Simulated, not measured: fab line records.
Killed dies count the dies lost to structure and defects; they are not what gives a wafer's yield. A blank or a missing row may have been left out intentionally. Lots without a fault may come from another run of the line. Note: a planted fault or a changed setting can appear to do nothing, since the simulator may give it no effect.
Matching of chambers / flow nandHarc / 4 sister chambers for NHARC_A_CHANNEL_FILL_D2_ETCHBACK_20 on rieDiel-05
The step etches the open film in C4F8/O2/Ar, target depth 27 nm, time 13.5 s. 8 wafers are shown with their chamber, then 12 later ones without.

== WAFERS, EACH WITH ITS CHAMBER ==
wafer=L083.6; chamber=1; rfVppV (V)=983; oesProductAu (a.u.)=0.989
wafer=L086.2; chamber=1; rfVppV (V)=982; oesProductAu (a.u.)=0.997
wafer=L086.4; chamber=2; rfVppV (V)=980; oesProductAu (a.u.)=0.997
wafer=L089.1; chamber=0; rfVppV (V)=988; oesProductAu (a.u.)=0.997
wafer=L089.2; chamber=2; rfVppV (V)=977; oesProductAu (a.u.)=0.993
wafer=L090.2; chamber=3; rfVppV (V)=970; oesProductAu (a.u.)=1.005
wafer=L090.4; chamber=0; rfVppV (V)=986; oesProductAu (a.u.)=1.009
wafer=L090.6; chamber=3; rfVppV (V)=971; oesProductAu (a.u.)=1.009

== WAFERS WITHOUT THEIR CHAMBER ==
wafer=L094.2; rfVppV (V)=979; oesProductAu (a.u.)=1.008
wafer=L094.3; rfVppV (V)=970; oesProductAu (a.u.)=1.014
wafer=L094.4; rfVppV (V)=986; oesProductAu (a.u.)=1.015
wafer=L095.1; rfVppV (V)=987; oesProductAu (a.u.)=0.926
wafer=L095.2; rfVppV (V)=984; oesProductAu (a.u.)=0.934
wafer=L095.3; rfVppV (V)=971; oesProductAu (a.u.)=0.938
wafer=L096.1; rfVppV (V)=979; oesProductAu (a.u.)=0.995
wafer=L096.2; rfVppV (V)=970; oesProductAu (a.u.)=1.018
wafer=L096.5; rfVppV (V)=984; oesProductAu (a.u.)=1.007
wafer=L097.2; rfVppV (V)=987; oesProductAu (a.u.)=0.963
wafer=L097.4; rfVppV (V)=969; oesProductAu (a.u.)=0.967
wafer=L097.6; rfVppV (V)=988; oesProductAu (a.u.)=0.974

== CHAMBER TAKEN BY EACH ==
wafer=L094.2; from the rows above=can't be placed: 2 or 1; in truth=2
wafer=L094.3; from the rows above=3; in truth=3
wafer=L094.4; from the rows above=0; in truth=0
wafer=L095.1; from the rows above=can't be placed: 1 or 2 or 0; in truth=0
wafer=L095.2; from the rows above=can't be placed: 1 or 2 or 0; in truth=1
wafer=L095.3; from the rows above=can't be placed: 2 or 3 or 1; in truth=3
wafer=L096.1; from the rows above=2; in truth=2
wafer=L096.2; from the rows above=3; in truth=3
wafer=L096.5; from the rows above=can't be placed: 0 or 1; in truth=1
wafer=L097.2; from the rows above=can't be placed: 1 or 0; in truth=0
wafer=L097.4; from the rows above=can't be placed: 3 or 2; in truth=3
wafer=L097.6; from the rows above=can't be placed: 1 or 0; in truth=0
Placed correctly: 4 of 12. From these rows, 8 cannot be placed; in 8 the true chamber is one of the candidates. Placed wrongly: 0.
How it was worked out, from the rows above alone: a wafer's distance from a chamber is the root of the sum, over the readings, of the square of ((its reading less the chamber's mean) divided by the reading's scatter). If the next closest chamber is less than 2 further off than the closest, the wafer can't be placed; otherwise it belongs to the closest. A chamber's mean is the mean of its shown wafers. The scatter is the square root of a quotient: the sum, over the shown wafers, of each reading's squared deviation from its chamber's mean, divided by wafers minus chambers.
